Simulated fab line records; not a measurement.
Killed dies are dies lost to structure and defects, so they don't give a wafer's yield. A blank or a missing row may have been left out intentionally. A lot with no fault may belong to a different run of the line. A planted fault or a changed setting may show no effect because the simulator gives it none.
Matching of chambers + flow n5 finfet + uv cure-03 running N5_BEOL_M7_CURE_74: 3 sister chambers
The step cures SiCOH lowk, time 240 s. 3 wafers are shown with their chamber, then 10 later ones without.

== EACH WAFER AND ITS CHAMBER ==
| wafer  | chamber | wafer_temp_C_max |
|--------|---------|------------------|
| L083.6 | 2       | 387.1            |
| L085.6 | 0       | 386.0            |
| L087.3 | 1       | 386.9            |

== WAFERS WITHOUT THEIR CHAMBER ==
| wafer  | wafer_temp_C_max |
|--------|------------------|
| L087.5 | 386.2            |
| L089.1 | 388.0            |
| L089.5 | 387.3            |
| L089.6 | 386.5            |
| L093.3 | 386.3            |
| L093.4 | 386.5            |
| L093.6 | 387.2            |
| L094.1 | 386.5            |
| L094.5 | 387.2            |
| L094.6 | 386.9            |

== EACH ONE'S CHAMBER ==
| wafer  | from the rows above          | in truth |
|--------|------------------------------|----------|
| L087.5 | can't be placed: 0 or 1 or 2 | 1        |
| L089.1 | can't be placed: 2 or 1      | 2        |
| L089.5 | can't be placed: 2 or 1      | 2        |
| L089.6 | can't be placed: 1 or 0 or 2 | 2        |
| L093.3 | can't be placed: 0 or 1 or 2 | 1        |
| L093.4 | can't be placed: 1 or 0 or 2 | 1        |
| L093.6 | can't be placed: 2 or 1      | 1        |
| L094.1 | can't be placed: 1 or 0 or 2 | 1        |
| L094.5 | can't be placed: 2 or 1      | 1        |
| L094.6 | can't be placed: 1 or 2      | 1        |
0 of 10 placed correctly. Can't be placed from these rows: 10 (the true chamber is among the candidates in 10). Wrongly placed: 0.
How it was worked out, from the rows above alone: a wafer's distance from a chamber is the root of the sum, over the readings, of the square of ((its reading less the chamber's mean) divided by the reading's scatter). If the next closest chamber is less than 2 further off than the closest, the wafer can't be placed; otherwise it belongs to the closest. A chamber's mean is the mean of its shown wafers. The scatter: root of mean squared gap, hidden wafer to nearest shown wafer, with one shown wafer a chamber.
